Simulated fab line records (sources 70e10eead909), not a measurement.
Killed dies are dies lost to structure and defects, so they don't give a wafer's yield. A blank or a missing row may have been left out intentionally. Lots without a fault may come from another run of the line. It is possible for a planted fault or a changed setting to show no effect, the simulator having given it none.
fab line records + flow nand_harc
record
- lots=5
- wafers=15
- last_day=34
route steps=1302 shown P_GATE@120 END@1302
lots with no fault: from the same line, run without faults
start_h: the number of hours between the record's first day and the start of the first shown wafer of the lot + wait_h: hours since the lot's step before + " repeats the value in the row above + L1.1+2: one row covering several wafers at once + - value missing, or start not given + * or withheld: withheld + < > ~ a bound
route shown NAME@n: a module of which the file shows steps, and the number in the route of the first + usual: mean and standard deviation over wafers with no fault + same: alike in all rows + chamber/n: place in a boat + sites: each site's reading + _std_site: the values' standard deviation + _edge_site: the outer-site mean with the inner-site mean subtracted + radius_mm: how far each site lies from the wafer's centre + mask NAME#n: copy n + behind: tool/chamber where the wafer was last shaped + hold: what put the lot on hold/how long, in hours/how the hold closed + device: names the non-switching transistor (n, p or np) + end of line: the same wafers' tests at the end of the route + step lacking rows: just its recipe + killed: the dies lost at the first sort to structure and to defects; this is not the yield of the wafer + map: a wafer's dies, x killed, . not, _ none there
set.NAME: setting as actually run; set.NAME@STEP: the setting as run at that earlier step + model.NAME: the simulator's own value behind a step, which no gauge read
lots seen at some steps along the route; tables by step, rows by wafer
services: when a tool's chamber went out of use (start_h, in hours from the record's first day, below 0 if earlier), for how many hours, and the reason
## steps
# step NHARC_P_GATE_PEB_09
# recipe
- peb_temp_c=118
- peb_time_s=85
# step NHARC_P_GATE_DEVELOP_10
# recipe
- time_s=70
# step NHARC_P_GATE_CD_MEAS_11
# recipe
- target_cd_nm=1640
- landing_energy_ev=500
# usual
- cd_nm=1639.9/2.2
| lot.wafer | tool      | chamber | start_h | wait_h | cd_nm  |
|-----------|-----------|---------|---------|--------|--------|
| L203.1    | cd_sem-01 | 0       | 97.76   | -      | 1643.6 |
| L203.2    | "         | 0       | "       | "      | 1637.9 |
| L203.6    | "         | 0       | "       | "      | 1640.6 |
| L202.3    | cd_sem-03 | 0       | 97.80   | -      | 1639.3 |
| L202.4    | "         | 0       | "       | "      | 1641.7 |
| L202.5    | "         | 0       | "       | "      | 1642.5 |
| L214.3    | cd_sem-03 | 0       | 208.57  | -      | 1641.6 |
| L214.4    | "         | 0       | "       | "      | 1638.1 |
| L214.6    | "         | 0       | "       | "      | 1640.6 |
| L222.2    | cd_sem-03 | 0       | 290.50  | -      | 1640.1 |
| L222.3    | "         | 0       | "       | "      | 1641.9 |
| L222.5    | "         | 0       | "       | "      | 1638.0 |
| L224.1    | cd_sem-02 | 0       | 310.29  | -      | 1636.7 |
| L224.5    | "         | 0       | "       | "      | 1636.1 |
| L224.6    | "         | 0       | "       | "      | 1637.6 |
# step NHARC_P_GATE_HARDBAKE_12
# recipe
- temp_c=125
- time_s=80
# step NHARC_P_GATE_DESCUM_13
# recipe
- time_s=3
- o2_flow_sccm=200
- ar_flow_sccm=0
- bias_power_w=0
- chemistry=O2
# usual
- chamber_pressure_mTorr=60.00/0.056
- drypump_motor_current_A=5.8/0.49
- oes_product_au=1.000/0.014
- rf_vpp_V=57.8/0.97
- showerhead_plenum_p_Torr=1.94/0.098
- throttle_valve_pct=11.312/0.0086
# same
- time_s=3
| lot.wafer | tool        | chamber | start_h | wait_h | chamber_pressure_mTorr | drypump_motor_current_A | oes_product_au | rf_hours_counter_h | rf_vpp_V | showerhead_plenum_p_Torr | throttle_valve_pct |
|-----------|-------------|---------|---------|--------|------------------------|-------------------------|----------------|--------------------|----------|--------------------------|--------------------|
| L203.1    | rie_diel-10 | 1       | 97.92   | -      | 60.01                  | 5.7                     | 0.998          | 1                  | 57.1     | 1.78                     | 11.317             |
| L203.2    | "           | 3       | "       | "      | 59.99                  | 5.8                     | 1.001          | 2                  | 56.9     | 1.91                     | 11.308             |
| L203.6    | "           | 2       | "       | "      | 60.00                  | 4.9                     | 0.996          | -                  | 56.9     | 1.82                     | 11.303             |
| L202.3    | rie_diel-08 | 2       | 97.99   | -      | 60.01                  | 6.5                     | 1.002          | 5                  | 57.9     | 1.98                     | 11.305             |
| L202.5    | "           | 3       | "       | "      | 59.93                  | 6.3                     | 0.970          | -                  | 57.1     | 2.01                     | 11.308             |
| L202.4    | "           | 2       | "       | "      | 59.91                  | 6.5                     | 0.993          | -                  | 58.1     | 1.99                     | 11.306             |
| L214.3    | rie_diel-09 | 2       | 208.72  | -      | 59.95                  | 6.7                     | 0.997          | 3                  | 56.8     | 1.87                     | 11.317             |
| L214.4    | "           | 1       | "       | "      | 60.06                  | 5.2                     | 0.991          | 2                  | 59.1     | 2.06                     | 11.335             |
| L214.6    | "           | 2       | "       | "      | 59.92                  | 6.7                     | 0.992          | -                  | 57.3     | 1.87                     | 11.314             |
| L222.2    | rie_diel-09 | 0       | 290.67  | -      | 59.93                  | 5.9                     | 1.002          | 10                 | 59.4     | 2.02                     | 11.303             |
| L222.3    | "           | 1       | "       | "      | 60.11                  | 5.2                     | 0.987          | 9                  | 58.5     | 2.06                     | 11.312             |
| L222.5    | "           | 0       | "       | "      | 60.05                  | 5.9                     | 1.003          | -                  | 57.7     | 2.02                     | 11.307             |
| L224.1    | rie_diel-08 | 2       | 310.49  | -      | 60.01                  | 6.5                     | 1.003          | 6                  | 57.1     | 1.98                     | 11.308             |
| L224.6    | "           | 3       | "       | "      | 60.06                  | 6.3                     | 1.003          | -                  | 57.2     | 2.01                     | 11.314             |
| L224.5    | "           | 0       | "       | "      | 60.01                  | 5.6                     | 1.002          | -                  | 58.5     | 2.06                     | 11.302             |
# step NHARC_P_GATE_ETCH_14
# recipe
- target_depth_a=488
- chemistry=dHF
- material=SiO2
# step NHARC_P_GATE_STRIP_15
# recipe
- time_s=780
- temp_c=130
- chemistry=SPM
# step NHARC_P_GATE_PRECLEAN_71
# recipe
- time_s=*
- temp_c=50
- bath_age_min=0
- chemistry=SC1
# step NHARC_P_GATE_SRD_72
# step NHARC_P_GATE_OXIDE_16
# recipe
- target_thk_a=30
- temp_c=875
- ox_time_s=392
- material=SiO2
# step NHARC_P_GATE_CVD_17
# recipe
- target_thk_a=1500
- temp_c=620
- time_s=900
- material=poly-Si
# step NHARC_P_GATE_HM_DEP_102
# recipe
- target_thk_a=1200
- temp_c=400
- material=aC
# usual
- throttle_valve_pct=34.999/0.0094
| lot.wafer | tool       | chamber | start_h | wait_h | throttle_valve_pct |
|-----------|------------|---------|---------|--------|--------------------|
| L203.1    | acl_dep-03 | 0       | 110.49  | 0.4    | 34.996             |
| L203.2    | "          | 0       | "       | "      | 34.986             |
| L203.6    | "          | 0       | "       | "      | 35.007             |
| L202.3    | acl_dep-01 | 0       | 110.70  | 0.6    | 34.998             |
| L202.4    | "          | 0       | "       | "      | 34.979             |
| L202.5    | "          | 0       | "       | "      | 35.001             |
| L214.3    | acl_dep-01 | 0       | 224.38  | 3.3    | 34.996             |
| L214.4    | "          | 0       | "       | "      | 35.007             |
| L214.6    | "          | 0       | "       | "      | 34.986             |
| L222.2    | acl_dep-01 | 0       | 313.14  | 6.7    | 35.014             |
| L222.3    | "          | 0       | "       | "      | 35.007             |
| L222.5    | "          | 0       | "       | "      | 35.008             |
| L224.1    | acl_dep-03 | 0       | 322.90  | 0.4    | 35.001             |
| L224.5    | "          | 0       | "       | "      | 35.007             |
| L224.6    | "          | 0       | "       | "      | 35.000             |
# step NHARC_P_GATE_DEP_103
# recipe
- target_thk_a=300
- target_thk_nm=30
- temp_c=400
- flow_sccm=200
- rf_w=350
- material=SiON
# usual
- heater_power_w=719/75
| lot.wafer | tool     | chamber | start_h | wait_h | heater_power_w |
|-----------|----------|---------|---------|--------|----------------|
| L202.3    | pecvd-01 | 2       | 111.16  | 0.3    | 744            |
| L202.5    | "        | 2       | "       | "      | 734            |
| L202.4    | "        | 0       | "       | "      | 747            |
| L203.1    | pecvd-03 | 0       | 111.16  | 0.6    | 680            |
| L203.2    | "        | 2       | "       | "      | 548            |
| L203.6    | "        | 0       | "       | "      | 692            |
| L214.4    | pecvd-01 | 1       | 224.91  | 0.3    | 775            |
| L214.3    | "        | 0       | "       | "      | 709            |
| L214.6    | "        | 0       | "       | "      | 751            |
| L222.3    | pecvd-04 | 1       | 313.70  | 0.3    | 761            |
| L222.2    | "        | 2       | "       | "      | 716            |
| L222.5    | "        | 1       | "       | "      | 747            |
| L224.1    | pecvd-04 | 1       | 323.63  | 0.6    | 806            |
| L224.6    | "        | 2       | "       | "      | 685            |
| L224.5    | "        | 1       | "       | "      | 800            |
# step NHARC_P_GATE_DEHYDRATE_18
# recipe
- temp_c=150
- time_s=120
# step NHARC_P_GATE_HMDS_19
# recipe
- time_s=30
# step NHARC_P_GATE_COAT_20
# recipe
- spin_rpm=1500
- resist_thk_nm=90
# step NHARC_P_GATE_SOFTBAKE_21
# recipe
- temp_c=105
- time_s=55
# step NHARC_P_GATE_EBR_22
# step NHARC_P_GATE_EXPOSE_23
# recipe
- na=1.35
- target_cd_nm=120
- dose_mj=93.91
- mask_id=P_GATE
# step NHARC_P_GATE_PEB_24
# recipe
- peb_temp_c=100
- peb_time_s=65
# step NHARC_P_GATE_DEVELOP_25
# recipe
- develop_time_s=35
- dev_temp_c=23
# step NHARC_P_GATE_CD_MEAS_26
# recipe
- target_cd_nm=120
- landing_energy_ev=500
# usual
- cd_nm=120.0/0.97
| lot.wafer | tool      | chamber | start_h | wait_h | cd_nm |
|-----------|-----------|---------|---------|--------|-------|
| L202.3    | cd_sem-02 | 0       | 111.84  | -      | 119.0 |
| L202.4    | "         | 0       | "       | "      | 119.3 |
| L202.5    | "         | 0       | "       | "      | 117.7 |
| L203.1    | cd_sem-03 | 0       | 111.99  | -      | 119.9 |
| L203.2    | "         | 0       | "       | "      | 121.7 |
| L203.6    | "         | 0       | "       | "      | 120.4 |
| L214.3    | cd_sem-03 | 0       | 225.48  | -      | 121.0 |
| L214.4    | "         | 0       | "       | "      | 120.7 |
| L214.6    | "         | 0       | "       | "      | 119.8 |
| L222.2    | cd_sem-02 | 0       | 314.26  | -      | 120.9 |
| L222.3    | "         | 0       | "       | "      | 120.2 |
| L222.5    | "         | 0       | "       | "      | 121.5 |
| L224.1    | cd_sem-02 | 0       | 324.25  | -      | 117.9 |
| L224.5    | "         | 0       | "       | "      | 119.9 |
| L224.6    | "         | 0       | "       | "      | 117.7 |
# step NHARC_P_GATE_OVL_MEAS_27
# usual
- overlay_x_nm=-0.1/0.95
- overlay_y_nm=0.1/0.99
| lot.wafer | tool       | chamber | start_h | wait_h | overlay_x_nm | overlay_y_nm |
|-----------|------------|---------|---------|--------|--------------|--------------|
| L202.3    | overlay-02 | -       | 111.92  | -      | -0.9         | 0.0          |
| L202.4    | "          | -       | "       | "      | -1.1         | -0.4         |
| L202.5    | "          | -       | "       | "      | -1.2         | 0.2          |
| L203.1    | overlay-01 | -       | 112.08  | -      | -0.5         | -0.8         |
| L203.2    | "          | -       | "       | "      | -0.2         | -0.9         |
| L203.6    | "          | -       | "       | "      | -0.5         | -0.7         |
| L214.3    | overlay-01 | -       | 225.56  | -      | -0.3         | -1.0         |
| L214.4    | "          | -       | "       | "      | -0.2         | -1.2         |
| L214.6    | "          | -       | "       | "      | -0.5         | -0.5         |
| L222.2    | overlay-02 | -       | 314.34  | -      | -1.0         | 0.8          |
| L222.3    | "          | -       | "       | "      | -2.0         | 0.9          |
| L222.5    | "          | -       | "       | "      | -1.3         | 1.2          |
| L224.1    | overlay-02 | -       | 324.33  | -      | -0.7         | -1.0         |
| L224.5    | "          | -       | "       | "      | -0.4         | -0.8         |
| L224.6    | "          | -       | "       | "      | -0.7         | -1.0         |
# step NHARC_P_GATE_INSPECT_28
# usual
- raw_defect_count=6.1/2.8
| lot.wafer | tool              | chamber | start_h | wait_h | raw_defect_count |
|-----------|-------------------|---------|---------|--------|------------------|
| L202.3    | defect_inspect-02 | -       | 111.96  | 0.0    | 10               |
| L202.4    | "                 | -       | "       | "      | 5                |
| L202.5    | "                 | -       | "       | "      | 6                |
| L203.1    | defect_inspect-02 | -       | 112.11  | 0.0    | 13               |
| L203.2    | "                 | -       | "       | "      | 12               |
| L203.6    | "                 | -       | "       | "      | 14               |
| L214.3    | defect_inspect-02 | -       | 225.60  | 0.0    | 50               |
| L214.4    | "                 | -       | "       | "      | 4                |
| L214.6    | "                 | -       | "       | "      | 49               |
| L222.2    | defect_inspect-02 | -       | 314.38  | 0.0    | 7                |
| L222.3    | "                 | -       | "       | "      | 10               |
| L222.5    | "                 | -       | "       | "      | 10               |
| L224.1    | defect_inspect-02 | -       | 324.37  | 0.0    | 9                |
| L224.5    | "                 | -       | "       | "      | 2                |
| L224.6    | "                 | -       | "       | "      | 5                |
# step NHARC_P_GATE_DESCUM_31
# recipe
- time_s=3
- o2_flow_sccm=200
- ar_flow_sccm=0
- bias_power_w=0
- chemistry=O2
# usual
- chamber_pressure_mTorr=59.99/0.058
- drypump_motor_current_A=5.8/0.5
- oes_product_au=0.998/0.014
- rf_vpp_V=58.0/0.93
- showerhead_plenum_p_Torr=1.95/0.096
- throttle_valve_pct=11.311/0.0091
# same
- time_s=3
| lot.wafer | tool        | chamber | start_h | wait_h | chamber_pressure_mTorr | drypump_motor_current_A | oes_product_au | rf_hours_counter_h | rf_vpp_V | showerhead_plenum_p_Torr | throttle_valve_pct |
|-----------|-------------|---------|---------|--------|------------------------|-------------------------|----------------|--------------------|----------|--------------------------|--------------------|
| L202.3    | rie_diel-09 | 1       | 112.04  | 0.1    | 60.09                  | 5.2                     | 1.010          | 4.1                | 56.5     | 2.06                     | 11.311             |
| L202.4    | "           | 2       | "       | "      | 60.09                  | 6.6                     | 0.993          | 3.1                | 57.5     | 1.87                     | 11.292             |
| L202.5    | "           | 0       | "       | "      | 60.00                  | 5.9                     | 1.009          | -                  | 58.0     | 2.02                     | 11.308             |
| L203.1    | rie_diel-08 | 2       | 112.19  | 0.1    | 60.00                  | 6.5                     | 0.995          | 6.3                | 59.2     | 1.98                     | 11.314             |
| L203.2    | "           | 3       | "       | "      | 60.03                  | 6.3                     | 0.972          | 3.8                | 58.1     | 2.01                     | 11.301             |
| L203.6    | "           | 2       | "       | "      | 59.88                  | 6.5                     | 0.989          | -                  | 59.0     | 1.99                     | 11.314             |
| L214.3    | rie_diel-08 | 2       | 225.67  | 0.1    | 59.92                  | 6.6                     | 1.002          | 1.1                | 58.9     | 1.98                     | 11.305             |
| L214.4    | "           | 1       | "       | "      | 60.05                  | 5.9                     | 1.006          | -                  | 57.5     | 1.81                     | 11.322             |
| L214.6    | "           | 2       | "       | "      | 60.00                  | 6.5                     | 1.000          | -                  | 57.8     | 1.98                     | 11.298             |
| L222.2    | rie_diel-09 | 1       | 314.45  | 0.1    | 60.01                  | 5.2                     | 0.987          | 9.5                | 57.9     | 2.06                     | 11.313             |
| L222.3    | "           | 2       | "       | "      | 60.01                  | 6.7                     | 0.994          | 9.0                | 56.4     | 1.86                     | 11.305             |
| L222.5    | "           | 0       | "       | "      | 60.11                  | 5.9                     | 1.006          | -                  | 58.8     | 2.02                     | 11.317             |
| L224.1    | rie_diel-08 | 1       | 324.43  | 0.1    | 60.02                  | 5.9                     | 1.000          | 7.1                | 58.6     | 1.81                     | 11.297             |
| L224.6    | "           | 1       | "       | "      | 60.07                  | 5.9                     | 0.993          | -                  | 57.2     | 1.81                     | 11.313             |
| L224.5    | "           | 3       | "       | "      | 59.95                  | 6.3                     | 0.994          | -                  | 58.5     | 2.01                     | 11.303             |
# step NHARC_END_SORT_01
# recipe
- temp_c=25
# usual
- killed_at_array=63/27
- killed_at_other=0.7/1.2
- killed_at_periphery=3.1/2
- killed_dies=67/28
- killed_open=3.0/1.9
- killed_short=2.2/1.5
# same
- gross_dies=677
| lot.wafer | tool      | chamber | start_h | wait_h | killed_at_array | killed_at_other | killed_at_periphery | killed_dies | killed_open | killed_short |
|-----------|-----------|---------|---------|--------|-----------------|-----------------|---------------------|-------------|-------------|--------------|
| L214.3    | prober-01 | 0       | 700.84  | 3.1    | 33              | 0               | 30                  | 63          | 1           | 1            |
| L214.6    | prober-01 | 0       | 703.23  | 4.0    | 47              | 0               | 29                  | 76          | 3           | 1            |
# killed by level:class
L214.3 P_GATE:unspecified=29 A_CHANNEL_HOLE_D2:chamber_film_flake=16 A_CONTACT:chamber_film_flake=7 A_CHANNEL_HOLE_D1:chamber_film_flake=6 A_CHANNEL_FILL_D1:geometric_particle:short=1 A_CHANNEL_FILL_D2:geometric_particle:open=1 P_CONTACT:chamber_film_flake=1 A_STAIRCASE:chamber_film_flake=1
L214.6 P_GATE:unspecified=28 A_CHANNEL_HOLE_D2:chamber_film_flake=23 A_CONTACT:chamber_film_flake=10 A_CHANNEL_HOLE_D1:chamber_film_flake=5 A_SLIT:chamber_film_flake=4 P_GATE:geometric_particle:open=1 A_CHANNEL_FILL_D1:geometric_particle:open=1 A_SGD_CUT:geometric_particle:open=1
# map L214.6 (x killed, . not)
____________.____________
_________......._________
_______..........._______
______.............______
_____..............._____
____.................____
____.................____
___..x................___
___.................x.___
__.............x...x...__
__.........x.xxxxx.....__
_........xxxx.x..xx....._
_..........xxxxx.x......_
_........x.xxx.xxx......_
_..........xxx.xx.x....._
_.....x..xx.xxxxxx......_
........x...xx.xx........
...........xxxxx.........
.........x...xx..........
..............x.x........
..............x...x......
_......................._
_..............x........_
_......................._
_......................._
_.x....................._
__...........x.........__
__...x.................__
___..........x........___
___.........x.........___
____.................____
____.......x.........____
_____........x.x...._____
______..........x..______
_______........x.x_______
_________.....xx_________
____________.____________
# map L202.3 (x killed, . not)
____________.____________
_________......._________
_______..........._______
______.............______
_____..............._____
____......x..........____
____.................____
___..................x___
___..........xx.......___
__.....................__
__x..........x.........__
_..x...................._
_.x......x..xx.........._
_..............x........_
_....x.....x.x.x.x...x.._
_.........x.xxx...x....._
..........xxxxx.x..xx....
..........xxxxxx.....x...
..........x.xxx.........x
.........xxxx..x.x...x..x
.............x.x.........
_...........x..........._
_.........xx..xx.x......_
_..........x............_
_.........xx.xxx.x......_
_.......x..xxxxx........_
__..........x.xxx.xx...__
__..........xxx........__
___.........xxx..x....___
___........xxx.x......___
____.........x.x.....____
____.................____
_____........x......_____
______.............______
_______..........._______
_________......._________
____________.____________
## services
| tool        | chamber | start_h | hours | kind   |
|-------------|---------|---------|-------|--------|
| rie_diel-08 | 0       | 75.70   | 11.4  | repair |
| rie_diel-09 | -       | 81.11   | 1.2   | repair |
| pecvd-01    | 0       | 81.80   | 2.5   | repair |
| pecvd-04    | -       | 88.00   | 13.0  | pm     |
| rie_diel-08 | 0       | 95.94   | 3.1   | repair |
| rie_diel-08 | 3       | 101.68  | 4.7   | repair |
| rie_diel-08 | 0       | 107.53  | 1.4   | repair |
| rie_diel-09 | 0       | 116.93  | 11.8  | repair |
| rie_diel-09 | 1       | 118.70  | 6.0   | repair |
| rie_diel-08 | 3       | 119.12  | 6.4   | repair |
| acl_dep-03  | -       | 119.76  | 13.0  | pm     |
| rie_diel-08 | 0       | 124.87  | 10.0  | repair |
| rie_diel-08 | 1       | 126.29  | 4.6   | repair |
| pecvd-01    | -       | 130.34  | 13.0  | pm     |
| rie_diel-08 | 0       | 142.46  | 17.4  | repair |
| rie_diel-09 | -       | 143.10  | 9.0   | pm     |
| pecvd-04    | -       | 143.21  | 2.2   | repair |
| rie_diel-08 | 0       | 184.64  | 4.4   | repair |
| acl_dep-01  | -       | 186.19  | 13.0  | pm     |
| rie_diel-08 | -       | 191.00  | 9.0   | pm     |
| rie_diel-08 | 3       | 208.57  | 24.6  | repair |
| rie_diel-08 | 0       | 229.64  | 1.2   | repair |
| rie_diel-08 | 2       | 311.01  | 22.4  | repair |
| rie_diel-09 | -       | 320.10  | 9.0   | pm     |
## key
first_sign
- step=NHARC_P_GATE_INSPECT_28
- reading=raw_defect_count
- direction=up
- sigmas=15
- usual=6.1
- struck=49.5
effect
- step=NHARC_END_SORT_01
- reading=killed_at_periphery
- direction=up
- sigmas=13
- usual=3.1
- struck=29.5
met_at NHARC_P_GATE_DEP_103
struck_wafers L214.3,L214.6
tester_left_out L214
onset_between 111.16 224.91
fault
- kind=chamber_particle_source
- tool=pecvd-01
- chamber=0
- onset_h=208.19
- steps=NHARC_P_GATE_DEP_103
- rate_per_visit_cm2=0.069605
- end_h=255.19
# tester_left_out: of these lots the tester's yield and bins aren't shown, on N5 and GAA mostly nor the transistor test; their killed dies are dies lost to structure and defects alone, not to doping, threshold or leakage, so they don't give the yield
